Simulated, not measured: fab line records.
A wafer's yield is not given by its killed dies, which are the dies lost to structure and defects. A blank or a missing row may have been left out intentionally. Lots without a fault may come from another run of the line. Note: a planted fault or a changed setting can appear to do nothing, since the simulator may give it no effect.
fab line records | flow nand_harc
record: lots: 24 wafers: 72 last_day: 24
route steps=1159 shown A_CONTACT@869
lots untouched by any fault: they come from a run of this same line in which no faults occurred
start_h: the number of hours between the record's first day and the start of the first shown wafer of the lot | wait_h: hours elapsed since this lot's preceding step | " the same as in the row above | L1.1+2: several wafers, shown together as one row | - either no value or no given start | * or withheld: withheld | < > ~ a bound
route shown NAME@n: a module of which the file shows steps, and the number in the route of the first | usual: the fault-free wafers' mean and standard deviation | same: alike in all rows | chamber/n: place in a boat | sites: per-site readings | _std_site: the values' standard deviation | _edge_site: the outer-site mean with the inner-site mean subtracted | radius_mm: how far each site lies from the wafer's centre | mask NAME#n: copy n | behind: tool/chamber where the wafer was last shaped | hold: reason for holding the lot/hours on hold/outcome of the hold | device: transistor that didn't switch, given as n, p or np | end of line: at the end of the route, the tests of the same wafers | step lacking rows: just its recipe | killed: not the wafer's yield, but the dies lost to structure and defects at the first sort | map: a wafer's dies, marking killed ones x, the rest . and places with no die _
set.NAME: the setting as run; set.NAME@STEP: as run at that earlier step | model.NAME: the simulator's own value behind a step, which no gauge read
one table for each step of the route and one row for each wafer, over a sample of lots
services: when a tool's chamber went out of use (start_h, in hours from the record's first day, below 0 if earlier), for how many hours, and the reason
== steps ==
step: NHARC_A_CONTACT_ETCH_118
recipe: source_w: withheld pressure_mtorr: 20 bias_v: 3000 time_s: 94 target_depth_a: 9220 ar_flow_sccm: withheld c4f8_flow_sccm: withheld o2_flow_sccm: withheld chemistry: C4F8/O2/Ar
columns lot.wafer tool chamber start_h wait_h rf_hours_counter_h
L074.1 har_cap_etch-01 0 369.53 0.1 51
L074.3 " 0 " " -
L074.6 " 1 " " -
L078.1 har_cap_etch-01 1 380.71 0.1 53
L078.4 " 1 " " -
L078.6 " 1 " " -
L075.3 har_cap_etch-03 1 381.20 0.1 -
L075.5 " 1 " " -
L075.6 " 0 " " -
L076.2 har_cap_etch-03 0 386.37 0.1 87
L076.4 " 1 " " -
L076.5 " 0 " " -
L080.2 har_cap_etch-02 1 387.20 0.1 10
L080.1 " 0 " " 10
L080.6 " 0 " " -
L079.1 har_cap_etch-02 0 391.10 0.1 11
L079.4 " 0 " " -
L079.6 " 1 " " -
L077.2 har_cap_etch-01 0 392.84 0.1 56
L077.4 " 0 " " -
L077.6 " 0 " " -
L081.2 har_cap_etch-02 1 418.09 0.1 16
L081.3 " 0 " " -
L081.4 " 1 " " -
L082.4 har_cap_etch-01 0 418.39 0.1 -
L082.3 " 1 " " -
L082.6 " 0 " " -
L083.1 har_cap_etch-01 1 428.24 0.1 61
L083.5 " 1 " " -
L083.6 " 0 " " -
L085.2 har_cap_etch-03 0 429.37 0.1 95
L085.4 " 1 " " -
L085.6 " 0 " " -
L084.1 har_cap_etch-03 1 433.87 0.1 96
L084.5 " 0 " " -
L084.6 " 1 " " -
L087.4 har_cap_etch-01 0 442.53 0.1 -
L087.3 " 1 " " -
L087.5 " 0 " " -
L088.1 har_cap_etch-03 1 459.11 0.1 99
L088.4 " 1 " " -
L088.6 " 0 " " -
L086.2 har_cap_etch-01 1 463.40 0.1 67
L086.1 " 0 " " 67
L086.3 " 1 " " -
L089.3 har_cap_etch-02 1 465.35 0.1 -
L089.4 " 0 " " -
L089.6 " 0 " " -
L090.2 har_cap_etch-01 1 470.13 0.1 68
L090.4 " 0 " " -
L090.5 " 1 " " -
L092.1 har_cap_etch-02 1 474.83 0.1 25
L092.4 " 1 " " -
L092.5 " 0 " " -
L095.2 har_cap_etch-01 0 477.80 0.1 70
L095.5 " 0 " " -
L095.6 " 1 " " -
L091.4 har_cap_etch-01 1 479.86 0.1 -
L091.3 " 0 " " -
L091.5 " 1 " " -
L094.1 har_cap_etch-03 1 481.90 0.1 104
L094.2 " 0 " " 104
L094.3 " 1 " " -
L093.1 har_cap_etch-02 1 489.48 0.1 29
L093.2 " 0 " " 29
L093.5 " 1 " " -
L096.1 har_cap_etch-02 0 504.15 0.1 32
L096.3 " 1 " " -
L096.5 " 1 " " -
L097.1 har_cap_etch-03 1 508.50 0.1 109
L097.5 " 1 " " -
L097.6 " 0 " " -
step: NHARC_A_CONTACT_ETCH_91
recipe: target_depth_a: 400 over_etch_frac: 0.5 time_s: 85.7 ion_energy_ev: 120 ch3f_flow_sccm: 50 o2_flow_sccm: 30 ar_flow_sccm: 200 rf_w: 500 bias_w: 100 chemistry: CH3F/O2
usual: bias_w: 100.0/0.3 drypump_motor_current_A: 5.8/0.41 oes_product_au: 0.940/0.029 rf_vpp_V: 244.3/1.8 showerhead_plenum_p_Torr: 2.44/0.11 throttle_valve_pct: 20.663/0.0099
columns lot.wafer tool chamber start_h wait_h bias_w drypump_motor_current_A oes_product_au rf_hours_counter_h rf_vpp_V showerhead_plenum_p_Torr throttle_valve_pct
L074.1 rie_diel-05 2 378.24 0.5 100.1 5.5 0.922 9 245.1 2.48 20.646
L074.3 " 3 " " 99.6 5.6 0.934 11 247.3 2.54 20.670
L074.6 " 0 " " 100.3 5.6 0.928 - 243.3 2.34 20.664
L078.1 rie_diel-11 0 389.50 0.5 100.0 6.1 1.015 4 241.5 2.33 20.667
L078.4 " 1 " " 100.4 5.6 1.005 4 240.9 2.30 20.660
L078.6 " 0 " " 100.1 6.1 1.009 - 241.8 2.33 20.669
L075.3 rie_diel-05 2 390.01 0.4 99.8 5.5 0.926 13 244.5 2.48 20.644
L075.5 " 1 " " 99.6 5.7 0.923 - 244.4 2.50 20.645
L075.6 " 2 " " 100.2 5.5 0.936 - 245.0 2.48 20.669
L076.2 rie_diel-07 3 394.84 0.5 99.8 5.1 0.923 31 245.7 2.61 20.650
L076.4 " 1 " " 100.0 6.1 0.908 33 245.3 2.53 20.660
L076.5 " 3 " " 100.0 5.1 0.921 - 247.5 2.61 20.681
L080.2 rie_diel-05 3 395.33 0.5 99.8 5.6 1.001 12 244.5 2.54 20.669
L080.1 " 0 " " 100.8 5.6 0.928 17 242.8 2.34 20.672
L080.6 " 1 " " 100.1 5.7 0.927 - 245.9 2.50 20.656
L079.4 rie_diel-07 1 399.49 0.4 100.2 6.1 0.999 33 245.1 2.53 20.667
L079.1 " 2 " " 99.7 6.8 1.014 32 246.7 2.56 20.666
L079.6 " 3 " " 99.8 5.0 1.008 - 246.9 2.61 20.669
L077.2 rie_diel-11 3 400.81 0.5 99.9 5.4 0.931 9 245.8 2.55 20.667
L077.4 " 0 " " 100.1 6.1 0.938 9 242.4 2.33 20.656
L077.6 " 2 " " 100.1 6.0 0.925 - 243.4 2.33 20.668
L081.3 rie_diel-07 3 426.43 0.4 99.7 5.0 0.920 2 246.1 2.61 20.674
L081.2 " 1 " " 100.5 6.1 0.921 2 245.4 2.53 20.665
L081.4 " 2 " " 99.7 6.8 0.926 2 244.8 2.56 20.669
L082.3 rie_diel-11 1 426.80 0.4 100.1 5.6 0.920 19 241.1 2.29 20.671
L082.4 " 0 " " 100.1 6.1 0.920 17 243.3 2.33 20.667
L082.6 " 1 " " 100.4 5.6 0.921 - 241.4 2.29 20.661
L083.1 rie_diel-07 1 436.22 0.5 100.2 6.1 0.926 4 245.2 2.53 20.651
L083.6 " 1 " " 100.2 6.1 0.926 - 245.4 2.53 20.657
L083.5 " 2 " " 99.8 6.7 0.930 - 244.3 2.56 20.656
L085.4 rie_diel-11 1 439.80 0.4 100.6 5.6 0.997 20 243.2 2.29 20.684
L085.2 " 3 " " 99.7 5.4 1.012 22 245.8 2.54 20.668
L085.6 " 0 " " 99.6 6.1 1.015 - 242.7 2.33 20.674
L084.1 rie_diel-07 1 442.11 0.6 100.2 6.1 0.914 6 245.2 2.53 20.675
L084.6 " 2 " " 100.4 6.8 0.934 - 246.9 2.56 20.679
L084.5 " 1 " " 99.7 6.1 0.929 - 244.6 2.52 20.667
L087.4 rie_diel-11 3 450.75 0.4 100.2 5.4 0.932 27 246.3 2.54 20.674
L087.3 " 0 " " 99.8 6.1 0.918 24 242.4 2.32 20.655
L087.5 " 0 " " 99.9 6.1 0.928 - 242.2 2.32 20.652
L088.1 rie_diel-11 0 467.12 0.6 100.1 6.1 0.994 30 243.3 2.32 20.667
L088.4 " 1 " " 99.8 5.7 0.985 29 241.8 2.29 20.676
L088.6 " 2 " " 100.2 6.0 0.989 - 243.5 2.32 20.658
L086.3 rie_diel-07 3 471.38 0.4 99.4 5.0 0.945 8 246.4 2.61 20.653
L086.2 " 1 " " 99.6 6.1 0.921 12 244.9 2.52 20.636
L086.1 " 2 " " 99.6 6.8 0.942 13 245.5 2.55 20.663
L089.3 rie_diel-05 2 473.22 0.4 99.8 5.5 0.924 47 245.0 2.47 20.668
L089.4 " 0 " " 99.9 5.6 0.926 47 242.3 2.33 20.673
L089.6 " 2 " " 100.3 5.5 0.931 - 245.2 2.47 20.652
L090.4 rie_diel-07 3 479.30 0.4 99.7 5.0 0.933 10 247.2 2.61 20.670
L090.2 " 0 " " 99.7 6.1 0.930 13 244.0 2.43 20.659
L090.5 " 0 " " 100.0 6.0 0.927 - 243.9 2.43 20.662
L092.1 rie_diel-11 0 485.08 0.5 100.3 6.1 0.932 38 241.1 2.32 20.659
L092.4 " 2 " " 99.5 6.0 0.930 41 242.1 2.32 20.663
L092.5 " 0 " " 100.1 6.1 0.941 - 240.8 2.32 20.673
L095.2 rie_diel-05 1 486.61 0.6 100.2 5.7 0.918 49 245.0 2.49 20.652
L095.6 " 3 " " 100.1 5.5 0.931 - 247.2 2.52 20.656
L095.5 " 0 " " 99.8 5.6 0.938 - 242.4 2.33 20.662
L091.3 rie_diel-05 0 492.26 0.5 100.1 5.6 0.932 53 243.6 2.33 20.673
L091.4 " 1 " " 99.8 5.7 0.922 50 243.7 2.49 20.640
L091.5 " 3 " " 100.1 5.5 0.935 - 245.7 2.52 20.679
L094.2 rie_diel-11 1 494.95 0.5 100.0 5.6 0.921 39 242.5 2.29 20.653
L094.3 " 2 " " 100.5 5.9 0.922 43 244.1 2.32 20.669
L094.1 " 3 " " 100.0 5.4 0.929 41 246.8 2.53 20.658
L093.1 rie_diel-05 1 499.62 0.5 100.7 5.7 0.923 53 245.6 2.49 20.675
L093.2 " 0 " " 100.2 5.6 0.932 57 243.5 2.33 20.651
L093.5 " 2 " " 100.1 5.5 0.929 - 244.9 2.46 20.656
L096.3 rie_diel-11 2 512.22 0.4 100.2 5.9 0.922 52 242.9 2.31 20.660
L096.1 " 3 " " 100.1 5.4 0.926 51 246.3 2.53 20.655
L096.5 " 2 " " 99.7 5.9 0.926 - 240.2 2.31 20.653
L097.1 rie_diel-11 1 518.96 0.5 100.3 5.6 0.918 50 241.6 2.28 20.683
L097.5 " 2 " " 99.8 6.0 0.922 - 242.6 2.31 20.667
L097.6 " 3 " " 100.5 5.4 0.922 - 246.2 2.53 20.656
step: NHARC_A_CONTACT_ETCH_97
recipe: target_depth_a: 200 over_etch_frac: 0.5 time_s: 10 ion_energy_ev: 250 c4f6_flow_sccm: 25 o2_flow_sccm: 20 ar_flow_sccm: 500 rf_w: 600 bias_w: 500 chemistry: C4F6/O2
usual: bias_w: 500.1/1.6 c4f6_flow_sccm: 24.99/0.074 drypump_motor_current_A: 5.8/0.41 oes_product_au: 0.963/0.023 rf_vpp_V: 546/3.4 showerhead_plenum_p_Torr: 3.90/0.16 throttle_valve_pct: 26.903/0.0091
columns lot.wafer tool chamber start_h wait_h bias_w c4f6_flow_sccm drypump_motor_current_A oes_product_au rf_hours_counter_h rf_vpp_V showerhead_plenum_p_Torr throttle_valve_pct
L074.3 rie_diel-05 1 - - 500.3 25.03 5.7 0.935 9 546 3.99 26.905
L074.1 " 3 " " 503.0 24.92 5.6 0.943 11 550 4.04 26.886
L074.6 " 2 " " 499.1 24.91 5.5 0.940 - 548 3.96 26.910
L078.1 rie_diel-11 3 - - 501.1 25.04 5.4 1.002 3 550 4.06 26.910
L078.4 " 2 " " 498.9 25.00 6.0 1.002 4 543 3.73 26.887
L078.6 " 0 " " 500.8 24.96 6.1 1.004 - 541 3.73 26.914
L075.3 rie_diel-05 2 390.16 0.1 500.6 24.95 5.5 0.950 13 547 3.96 26.908
L075.6 " 0 " " 500.7 25.01 5.6 0.957 - 543 3.75 26.894
L075.5 " 1 " " 500.8 25.14 5.7 0.947 - 550 3.99 26.896
L076.2 rie_diel-07 0 - - 500.1 25.14 6.0 0.957 32 547 3.88 26.900
L076.4 " 2 " " 501.0 24.99 6.8 0.966 31 549 4.07 26.896
L076.5 " 0 " " 497.3 25.09 6.0 0.953 - 546 3.88 26.909
L080.1 rie_diel-05 1 - - 501.6 24.82 5.7 0.970 16 550 3.99 26.915
L080.2 " 0 " " 498.6 24.99 5.6 0.946 17 543 3.75 26.905
L080.6 " 1 " " 501.3 24.90 5.7 0.968 - 548 3.99 26.895
L079.4 rie_diel-07 2 - - 496.8 25.02 6.8 1.013 32 552 4.07 26.897
L079.1 " 1 " " 498.9 25.00 6.1 0.984 33 549 4.03 26.904
L079.6 " 2 " " 497.7 24.90 6.8 1.022 - 551 4.07 26.924
L077.4 rie_diel-11 1 - - 503.0 25.03 5.6 0.947 11 543 3.68 26.908
L077.2 " 2 " " 501.4 24.98 5.9 0.956 10 544 3.73 26.901
L077.6 " 1 " " 500.5 24.93 5.6 0.957 - 542 3.68 26.884
L081.4 rie_diel-07 1 - - 499.8 25.07 6.1 0.936 2 549 4.03 26.909
L081.2 " 2 " " 500.1 24.90 6.8 0.937 2 550 4.07 26.893
L081.3 " 3 " " 500.7 24.97 5.0 0.950 2 552 4.15 26.904
L082.3 rie_diel-11 1 - - 501.3 24.91 5.6 0.943 19 541 3.68 26.909
L082.4 " 0 " " 497.9 24.90 6.1 0.950 17 543 3.73 26.918
L082.6 " 2 " " 500.0 25.05 6.0 0.955 - 543 3.72 26.910
L083.1 rie_diel-07 1 - - 501.3 25.08 6.1 0.952 4 548 4.02 26.901
L083.6 " 1 " " 501.5 25.01 6.1 0.944 - 550 4.02 26.909
L083.5 " 2 " " 500.4 24.96 6.8 0.954 - 552 4.07 26.916
L085.2 rie_diel-11 0 - - 500.4 25.05 6.1 1.013 21 543 3.72 26.908
L085.4 " 2 " " 500.4 24.88 6.0 1.003 24 542 3.72 26.903
L085.6 " 0 " " 498.7 25.05 6.1 1.013 - 542 3.72 26.902
L084.1 rie_diel-07 2 442.23 0.1 498.7 24.90 6.8 0.963 7 549 4.07 26.901
L084.5 " 2 " " 501.2 25.08 6.8 0.966 - 550 4.07 26.895
L084.6 " 0 " " 500.7 24.93 6.1 0.973 - 548 3.88 26.902
L087.3 rie_diel-11 1 - - 500.0 24.91 5.6 0.930 23 542 3.67 26.906
L087.4 " 3 " " 498.8 24.89 5.4 0.963 27 549 4.04 26.912
L087.5 " 2 " " 498.1 24.98 6.0 0.938 - 543 3.72 26.911
L088.4 rie_diel-11 3 - - 499.3 24.97 5.4 1.005 32 548 4.04 26.898
L088.1 " 1 " " 500.5 25.00 5.6 0.994 29 541 3.67 26.910
L088.6 " 2 " " 499.6 25.02 6.0 1.001 - 542 3.71 26.899
L086.3 rie_diel-07 1 - - 499.2 25.03 6.1 0.947 12 549 4.02 26.902
L086.1 " 3 " " 499.9 24.95 5.0 0.975 8 551 4.15 26.896
L086.2 " 0 " " 500.4 25.02 6.1 0.969 11 545 3.88 26.913
L089.4 rie_diel-05 3 - - 501.4 25.14 5.6 0.967 42 549 4.02 26.901
L089.3 " 2 " " 501.2 24.98 5.5 0.933 47 548 3.94 26.886
L089.6 " 0 " " 499.9 25.05 5.6 0.944 - 544 3.73 26.901
L090.4 rie_diel-07 3 - - 501.5 24.88 5.0 0.978 10 551 4.15 26.899
L090.2 " 2 " " 500.6 24.87 6.8 0.972 15 551 4.06 26.918
L090.5 " 3 " " 501.4 24.99 5.0 0.977 - 551 4.15 26.896
L092.1 rie_diel-11 3 - - 499.0 24.96 5.4 0.951 40 548 4.04 26.906
L092.4 " 2 " " 499.6 25.14 6.0 0.940 41 543 3.71 26.918
L092.5 " 0 " " 500.7 25.02 6.2 0.955 - 542 3.71 26.905
L095.2 rie_diel-05 3 - - 501.4 25.12 5.6 0.952 49 547 4.02 26.910
L095.5 " 0 " " 504.0 25.00 5.6 0.970 - 543 3.73 26.886
L095.6 " 1 " " 500.2 25.10 5.7 0.935 - 548 3.97 26.904
L091.4 rie_diel-05 2 - - 501.8 24.78 5.5 0.938 53 546 3.93 26.896
L091.3 " 3 " " 497.8 24.95 5.6 0.952 49 549 4.02 26.907
L091.5 " 0 " " 500.9 25.09 5.6 0.936 - 542 3.73 26.879
L094.2 rie_diel-11 2 - - 501.4 25.01 6.0 0.966 43 543 3.71 26.893
L094.1 " 3 " " 499.5 25.05 5.4 0.968 42 550 4.03 26.918
L094.3 " 1 " " 501.2 24.85 5.6 0.959 39 542 3.66 26.892
L093.1 rie_diel-05 2 - - 500.0 24.82 5.5 0.952 56 547 3.93 26.899
L093.2 " 0 " " 498.7 24.99 5.6 0.946 57 542 3.73 26.910
L093.5 " 1 " " 498.9 25.04 5.7 0.946 - 549 3.96 26.907
L096.1 rie_diel-11 3 - - 500.6 25.03 5.4 0.971 51 549 4.03 26.899
L096.3 " 1 " " 501.6 25.07 5.6 0.972 48 540 3.66 26.888
L096.5 " 3 " " 502.1 25.10 5.4 0.959 - 550 4.03 26.909
L097.1 rie_diel-11 2 - - 500.0 24.94 6.0 0.963 54 541 3.70 26.898
L097.5 " 3 " " 499.3 24.95 5.4 0.968 - 550 4.03 26.902
L097.6 " 0 " " 502.6 24.99 6.1 0.951 - 543 3.71 26.890
step: NHARC_A_CONTACT_DEP_85
recipe: target_thk_a: 500 target_thk_nm: 50 temp_c: 400 pressure_torr: 3.5 flow_sccm: 200 rf_w: 350 material: SiON
usual: heater_power_w: 740/76
columns lot.wafer tool chamber start_h wait_h heater_power_w
L074.1 pecvd-03 0 381.02 1.2 686
L074.3 " 1 " " 688
L074.6 " 1 " " 707
L078.1 pecvd-01 0 392.06 1.1 747
L078.6 " 2 " " 851
L078.4 " 1 " " 774
L075.3 pecvd-03 1 392.59 0.7 695
L075.6 " 0 " " 803
L075.5 " 2 " " 686
L076.2 pecvd-03 2 398.32 0.9 578
L076.5 " 0 " " 790
L076.4 " 2 " " 594
L080.1 pecvd-02 0 398.61 1.1 719
L080.2 " 1 " " 762
L080.6 " 0 " " 714
L079.1 pecvd-02 2 401.93 1.1 790
L079.4 " 1 " " 831
L079.6 " 2 " " 805
L077.2 pecvd-02 1 403.33 0.9 800
L077.6 " 0 " " 742
L077.4 " 1 " " 809
L081.3 pecvd-02 0 429.87 0.6 617
L081.2 " 2 " " 848
L081.4 " 2 " " 849
L082.3 pecvd-02 2 430.10 0.7 779
L082.4 " 2 " " 793
L082.6 " 0 " " 637
L083.1 pecvd-02 1 439.10 1.1 745
L083.5 " 0 " " 663
L083.6 " 1 " " 766
L085.2 pecvd-01 0 442.22 0.9 703
L085.4 " 0 " " 719
L085.6 " 1 " " 671
L084.1 pecvd-02 1 444.85 1.1 725
L084.5 " 0 " " 708
L084.6 " 1 " " 726
L087.3 pecvd-03 1 453.23 0.7 650
L087.4 " 0 " " 824
L087.5 " 1 " " 665
L088.1 pecvd-02 0 470.53 1.1 630
L088.6 " 0 " " 606
L088.4 " 1 " " 679
L086.2 pecvd-02 1 474.45 0.9 806
L086.3 " 2 " " 845
L086.1 " 0 " " 700
L089.3 pecvd-02 0 476.08 0.6 746
L089.4 " 1 " " 815
L089.6 " 2 " " 779
L090.2 pecvd-02 1 483.13 0.9 833
L090.5 " 0 " " 720
L090.4 " 2 " " 773
L092.1 pecvd-01 2 492.36 1.1 806
L092.4 " 1 " " 728
L092.5 " 2 " " 829
L095.2 pecvd-02 2 493.37 0.9 827
L095.6 " 2 " " 816
L095.5 " 0 " " 732
L091.3 pecvd-03 0 495.52 0.7 824
L091.4 " 1 " " 587
L091.5 " 2 " " 567
L094.1 pecvd-02 1 498.43 1.0 780
L094.3 " 2 " " 793
L094.2 " 0 " " 721
L093.2 pecvd-03 2 502.20 0.9 646
L093.1 " 1 " " 606
L093.5 " 0 " " 804
L096.1 pecvd-01 1 518.41 1.1 813
L096.3 " 2 " " 725
L096.5 " 1 " " 827
L097.1 pecvd-03 0 525.06 1.1 796
L097.6 " 2 " " 609
L097.5 " 1 " " 650
step: NHARC_A_CONTACT_ETCH_136
recipe: source_w: withheld pressure_mtorr: 20 bias_v: 3000 time_s: 132 target_depth_a: 12870 ar_flow_sccm: withheld c4f8_flow_sccm: withheld o2_flow_sccm: withheld chemistry: C4F8/O2/Ar
columns lot.wafer tool chamber start_h wait_h rf_hours_counter_h
L074.1 har_cap_etch-01 1 383.23 0.1 53
L074.3 " 0 " " -
L074.6 " 1 " " -
L078.1 har_cap_etch-01 0 394.86 0.1 57
L078.4 " 1 " " -
L078.6 " 1 " " -
L075.3 har_cap_etch-03 0 396.28 0.1 -
L075.6 " 1 " " -
L075.5 " 0 " " -
L076.2 har_cap_etch-03 0 400.50 0.1 92
L076.4 " 0 " " -
L076.5 " 0 " " -
L080.2 har_cap_etch-02 1 400.87 0.1 15
L080.1 " 0 " " 15
L080.6 " 1 " " -
L079.1 har_cap_etch-01 0 404.11 0.1 59
L079.4 " 0 " " -
L079.6 " 0 " " -
L077.2 har_cap_etch-03 1 405.50 0.1 92
L077.4 " 1 " " -
L077.6 " 1 " " -
L081.2 har_cap_etch-02 0 432.11 0.1 18
L081.3 " 1 " " -
L081.4 " 0 " " -
L082.4 har_cap_etch-01 0 432.55 0.1 -
L082.3 " 1 " " -
L082.6 " 0 " " -
L083.1 har_cap_etch-02 1 441.25 0.1 20
L083.5 " 1 " " -
L083.6 " 0 " " -
L085.2 har_cap_etch-02 0 444.45 0.1 21
L085.4 " 0 " " -
L085.6 " 1 " " -
L084.1 har_cap_etch-03 1 447.32 0.1 98
L084.6 " 1 " " -
L084.5 " 0 " " -
L087.3 har_cap_etch-02 0 455.51 0.1 -
L087.4 " 1 " " -
L087.5 " 1 " " -
L088.1 har_cap_etch-01 1 472.87 0.1 69
L088.4 " 1 " " -
L088.6 " 1 " " -
L086.1 har_cap_etch-03 1 476.59 0.1 103
L086.2 " 0 " " 103
L086.3 " 0 " " -
L089.3 har_cap_etch-03 1 478.34 0.1 -
L089.4 " 0 " " -
L089.6 " 0 " " -
L090.2 har_cap_etch-03 1 485.24 0.1 105
L090.4 " 1 " " -
L090.5 " 0 " " -
L092.1 har_cap_etch-02 1 494.55 0.1 30
L092.4 " 0 " " -
L092.5 " 1 " " -
L095.2 har_cap_etch-03 0 495.53 0.1 107
L095.5 " 1 " " -
L095.6 " 0 " " -
L091.4 har_cap_etch-02 1 498.22 0.1 -
L091.3 " 0 " " -
L091.5 " 1 " " -
L094.1 har_cap_etch-03 1 500.76 0.1 108
L094.2 " 0 " " 108
L094.3 " 1 " " -
L093.1 har_cap_etch-01 1 504.42 0.1 76
L093.2 " 0 " " 76
L093.5 " 1 " " -
L096.1 har_cap_etch-03 0 520.65 0.1 111
L096.3 " 0 " " -
L096.5 " 0 " " -
L097.1 har_cap_etch-02 0 527.31 0.1 35
L097.5 " 1 " " -
L097.6 " 0 " " -
step: NHARC_A_CONTACT_ETCH_138
recipe: source_w: withheld pressure_mtorr: 20 bias_v: 3000 time_s: 132 target_depth_a: 12890 ar_flow_sccm: withheld c4f8_flow_sccm: withheld o2_flow_sccm: withheld chemistry: C4F8/O2/Ar
columns lot.wafer tool chamber start_h wait_h rf_hours_counter_h
L074.1 har_cap_etch-01 1 383.48 0.1 54
L074.3 " 0 " " -
L074.6 " 1 " " -
L078.1 har_cap_etch-01 0 395.11 0.1 57
L078.4 " 1 " " -
L078.6 " 1 " " -
L075.3 har_cap_etch-03 0 396.52 0.1 -
L075.6 " 1 " " -
L075.5 " 0 " " -
L076.2 har_cap_etch-03 0 400.75 0.1 92
L076.4 " 0 " " -
L076.5 " 0 " " -
L080.2 har_cap_etch-02 1 401.12 0.1 15
L080.1 " 0 " " 15
L080.6 " 1 " " -
L079.1 har_cap_etch-01 0 404.36 0.1 59
L079.4 " 0 " " -
L079.6 " 0 " " -
L077.2 har_cap_etch-03 1 405.74 0.1 93
L077.4 " 1 " " -
L077.6 " 1 " " -
L081.2 har_cap_etch-02 0 432.35 0.1 18
L081.3 " 1 " " -
L081.4 " 0 " " -
L082.4 har_cap_etch-01 0 432.80 0.1 -
L082.3 " 1 " " -
L082.6 " 0 " " -
L083.1 har_cap_etch-02 1 441.50 0.1 20
L083.5 " 1 " " -
L083.6 " 0 " " -
L085.2 har_cap_etch-02 0 444.69 0.1 21
L085.4 " 0 " " -
L085.6 " 1 " " -
L084.1 har_cap_etch-03 1 447.57 0.1 98
L084.6 " 1 " " -
L084.5 " 0 " " -
L087.3 har_cap_etch-02 0 455.75 0.1 -
L087.4 " 1 " " -
L087.5 " 1 " " -
L088.1 har_cap_etch-01 1 473.11 0.1 69
L088.4 " 1 " " -
L088.6 " 1 " " -
L086.1 har_cap_etch-03 1 476.84 0.1 103
L086.2 " 0 " " 103
L086.3 " 0 " " -
L089.3 har_cap_etch-03 1 478.59 0.1 -
L089.4 " 0 " " -
L089.6 " 0 " " -
L090.2 har_cap_etch-03 1 485.48 0.1 106
L090.4 " 1 " " -
L090.5 " 0 " " -
L092.1 har_cap_etch-02 1 494.80 0.1 30
L092.4 " 0 " " -
L092.5 " 1 " " -
L095.2 har_cap_etch-03 0 495.77 0.1 108
L095.5 " 1 " " -
L095.6 " 0 " " -
L091.4 har_cap_etch-02 1 498.47 0.1 -
L091.3 " 0 " " -
L091.5 " 1 " " -
L094.1 har_cap_etch-03 1 501.01 0.1 108
L094.2 " 0 " " 108
L094.3 " 1 " " -
L093.1 har_cap_etch-01 1 504.66 0.1 76
L093.2 " 0 " " 76
L093.5 " 1 " " -
L096.1 har_cap_etch-03 0 520.90 0.1 112
L096.3 " 0 " " -
L096.5 " 0 " " -
L097.1 har_cap_etch-02 0 527.55 0.1 35
L097.5 " 1 " " -
L097.6 " 0 " " -
== services ==
columns tool chamber start_h hours kind
rie_diel-11 0 346.72 - clean
rie_diel-11 1 346.72 - clean
rie_diel-11 2 346.72 - clean
rie_diel-11 3 346.72 - clean
rie_diel-05 - 352.65 0.9 repair
rie_diel-11 - 367.18 9.0 pm
rie_diel-11 0 367.18 9.0 vent_cycle
rie_diel-11 1 367.18 9.0 vent_cycle
rie_diel-11 2 367.18 9.0 vent_cycle
har_cap_etch-02 - 368.54 2.2 repair
pecvd-02 - 380.20 1.2 repair
rie_diel-05 3 381.74 12.5 repair
rie_diel-07 - 405.62 9.0 pm
pecvd-01 - 418.13 13.0 pm
rie_diel-05 1 423.83 4.1 repair
rie_diel-11 1 427.98 3.9 repair
rie_diel-07 3 440.93 18.8 repair
pecvd-01 - 451.43 0.3 repair
rie_diel-11 0 458.10 3.9 repair
pecvd-03 - 473.22 13.0 pm
rie_diel-11 - 479.81 0.3 repair
pecvd-01 0 499.95 3.5 repair
pecvd-02 - 515.56 13.0 pm
rie_diel-05 - 517.77 9.0 pm
== key ==
fault none
